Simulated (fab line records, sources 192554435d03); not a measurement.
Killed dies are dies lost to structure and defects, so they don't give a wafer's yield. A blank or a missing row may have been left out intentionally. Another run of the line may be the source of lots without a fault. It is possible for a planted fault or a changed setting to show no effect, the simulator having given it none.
Split-lot study / flow n5Finfet / route with 1938 steps; 7 lots, 21 wafers read

== SPLIT DETAILS ==
At N5_BEOL_M7_TRENCH_ETCH_37 (etches SiCOH lowk in C4F6/O2, target depth 93.478 nm, time 31.2 s), the setting timeS was moved away from the recipe's 31.2 s on 6 of the 21 wafers read, by -12.4% to +18.8%. All remaining wafers had this setting at the recipe value.

== FROM THE SPLIT TO THE READING: what the file shows between them, 11 steps ==
- N5_BEOL_M7_ETCH_41: etches SiCN in CH3F/O2, target depth 31.9 nm, time 57.8 s (also split here: sourceW)
- N5_BEOL_M7_STRIP_80: strips in N2/H2, time 10 s
- N5_BEOL_M7_OCD_MEAS_38
- N5_BEOL_M7_HM_STRIP_39: strips TiN in peroxide tin strip, target depth 25 nm, time 158 s
- N5_BEOL_M7_SRD_40: time 30 s
- N5_BEOL_M7_ECD_50: material Cu, target thk 300 nm
- N5_BEOL_M7_ANNEAL_51: time 90 s
- N5_BEOL_M7_CMP_52: polishes, stops on SiCOH lowk, t overpolish 6.9 s, target thk 80 nm
- N5_BEOL_M7_THK_MEAS_53: measures by xrf
- N5_BEOL_M7_PRE_CLEAN_55: time 15 s
- N5_BEOL_M7_DEP_56: deposits SiCN from 3MS/NH3, target thk 10 nm, time 17.5 s

== THE READING ==
M7_RS in ohm/sq, measured at N5_BEOL_M7_RS_MEAS_57 by four-point-probe. Fault-free wafers of this fab line usually give 0.290 ohm/sq, standard deviation 0.0065 ohm/sq.

wafer=L074.4; tool, chamber at the split=rieDiel-04, 0; timeS as run, s=31.2; against the recipe=recipe; M7_RS, ohm/sq=0.295; against lot-mates on the recipe=-
wafer=L074.5; tool, chamber at the split=rieDiel-04, 1; timeS as run, s=31.2; against the recipe=recipe; M7_RS, ohm/sq=0.295; against lot-mates on the recipe=-
wafer=L074.6; tool, chamber at the split=rieDiel-04, 2; timeS as run, s=31.2; against the recipe=recipe; M7_RS, ohm/sq=0.295; against lot-mates on the recipe=-
wafer=L077.4; tool, chamber at the split=rieDiel-04, 3; timeS as run, s=37.07; against the recipe=+18.8%; M7_RS, ohm/sq=0.229; against lot-mates on the recipe=-0.055
wafer=L077.5; tool, chamber at the split=rieDiel-04, 0; timeS as run, s=37.07; against the recipe=+18.8%; M7_RS, ohm/sq=0.232; against lot-mates on the recipe=-0.052
wafer=L077.6; tool, chamber at the split=rieDiel-04, 3; timeS as run, s=31.2; against the recipe=recipe; M7_RS, ohm/sq=0.284; against lot-mates on the recipe=-
wafer=L083.2; tool, chamber at the split=rieDiel-06, 2; timeS as run, s=31.2; against the recipe=recipe; M7_RS, ohm/sq=0.285; against lot-mates on the recipe=-
wafer=L083.3; tool, chamber at the split=rieDiel-06, 1; timeS as run, s=31.2; against the recipe=recipe; M7_RS, ohm/sq=0.286; against lot-mates on the recipe=-
wafer=L083.6; tool, chamber at the split=rieDiel-06, 0; timeS as run, s=31.2; against the recipe=recipe; M7_RS, ohm/sq=0.282; against lot-mates on the recipe=-
wafer=L087.2; tool, chamber at the split=rieDiel-04, 2; timeS as run, s=31.2; against the recipe=recipe; M7_RS, ohm/sq=0.294; against lot-mates on the recipe=-
wafer=L087.3; tool, chamber at the split=rieDiel-04, 1; timeS as run, s=27.32; against the recipe=-12.4%; M7_RS, ohm/sq=0.346; against lot-mates on the recipe=+0.052
wafer=L087.4; tool, chamber at the split=rieDiel-04, 3; timeS as run, s=27.32; against the recipe=-12.4%; M7_RS, ohm/sq=0.355; against lot-mates on the recipe=+0.061
wafer=L095.1; tool, chamber at the split=rieDiel-06, 3; timeS as run, s=31.2; against the recipe=recipe; M7_RS, ohm/sq=0.299; against lot-mates on the recipe=-
wafer=L095.3; tool, chamber at the split=rieDiel-06, 2; timeS as run, s=31.2; against the recipe=recipe; M7_RS, ohm/sq=0.284; against lot-mates on the recipe=-
wafer=L095.5; tool, chamber at the split=rieDiel-06, 1; timeS as run, s=31.2; against the recipe=recipe; M7_RS, ohm/sq=0.282; against lot-mates on the recipe=-
wafer=L096.3; tool, chamber at the split=rieDiel-05, 3; timeS as run, s=31.2; against the recipe=recipe; M7_RS, ohm/sq=0.278; against lot-mates on the recipe=-
wafer=L096.4; tool, chamber at the split=rieDiel-05, 0; timeS as run, s=31.2; against the recipe=recipe; M7_RS, ohm/sq=0.287; against lot-mates on the recipe=-
wafer=L096.5; tool, chamber at the split=rieDiel-05, 3; timeS as run, s=31.2; against the recipe=recipe; M7_RS, ohm/sq=0.291; against lot-mates on the recipe=-
wafer=L097.2; tool, chamber at the split=rieDiel-06, 2; timeS as run, s=27.96; against the recipe=-10.4%; M7_RS, ohm/sq=0.325; against lot-mates on the recipe=+0.041
wafer=L097.3; tool, chamber at the split=rieDiel-06, 0; timeS as run, s=31.2; against the recipe=recipe; M7_RS, ohm/sq=0.284; against lot-mates on the recipe=-
wafer=L097.6; tool, chamber at the split=rieDiel-06, 3; timeS as run, s=27.96; against the recipe=-10.4%; M7_RS, ohm/sq=0.331; against lot-mates on the recipe=+0.047

FIT RESULTS
A straight line over all 21 wafers: M7_RS changes by -0.00367 ohm/sq for each +1% of timeS; r = -0.96; the points scatter about the line by 0.0082 ohm/sq.
The same after taking each lot's own level away (the mean of its wafers on the recipe; 21 wafers): -0.00349 ohm/sq for each +1%; r = -0.97; scatter 0.0068 ohm/sq.
Per that fit: largest timeS move, reading shift of 0.066 ohm/sq.
The lots' own levels span 0.2840 to 0.2950 ohm/sq, that is 1.7 times the standard deviation above.
The two slopes are in agreement: the lot-to-lot level therefore moves the slope only a little.
Check: with one of the wafers moved furthest among these (+18.8%) left out of the fit, the line predicts -0.0666 ohm/sq for it against its lot-mates. Against them it came out at -0.055 ohm/sq.

== THE OTHER SPLITS THESE WAFERS WENT THROUGH ==
Before the reading, these wafers also passed through other splits. Each is held against what the fit with the lots' levels taken away leaves over:
other split on the same wafers=N5_BEOL_M6_TRENCH_ETCH_37 sourceW; wafers away from the commonest value=7; r with M7_RS (lot level and that fit taken away)=-0.45
other split on the same wafers=N5_BEOL_M7_ETCH_41 sourceW; wafers away from the commonest value=10; r with M7_RS (lot level and that fit taken away)=-0.30

== THE WHOLE CHAIN: every reading that the file lists as answering this split, in the file's order ==
step=N5_BEOL_M7_TRENCH_ETCH_37; what it does=etches SiCOH lowk in C4F6/O2, target depth 93.478 nm, time 31.2 s; reading=BEOL_M7.featureDepthNm (the simulator's own value, which no gauge read); change (the file's fit)=+0.904 nm for each +1% of the setting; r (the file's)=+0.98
step=N5_BEOL_M7_TRENCH_ETCH_37; what it does=etches SiCOH lowk in C4F6/O2, target depth 93.478 nm, time 31.2 s; reading=etch.depthNm (the simulator's own value, which no gauge read); change (the file's fit)=+0.907 nm for each +1% of the setting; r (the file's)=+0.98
step=N5_BEOL_M7_OCD_MEAS_38; what it does=; reading=trenchDepthNm; change (the file's fit)=+0.907 nm for each +1% of the setting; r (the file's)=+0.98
step=N5_BEOL_M7_CMP_52; what it does=polishes, stops on SiCOH lowk, t overpolish 6.9 s, target thk 80 nm; reading=Cu_of_BEOL_M7_ECD_50.thkNm (the simulator's own value, which no gauge read); change (the file's fit)=+0.85 nm for each +1% of the setting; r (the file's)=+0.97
step=N5_BEOL_M7_THK_MEAS_53; what it does=measures by xrf; reading=M7_THK; change (the file's fit)=+0.866 for each +1% of the setting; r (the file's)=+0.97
step=N5_BEOL_M7_RS_MEAS_57; what it does=measures by four-point-probe; reading=M7_RS; change (the file's fit)=-0.00351 for each +1% of the setting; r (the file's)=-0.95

== FILE'S OWN FIT ==
M7_RS changes by -0.00351 ohm/sq for each +1% of timeS, r = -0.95.
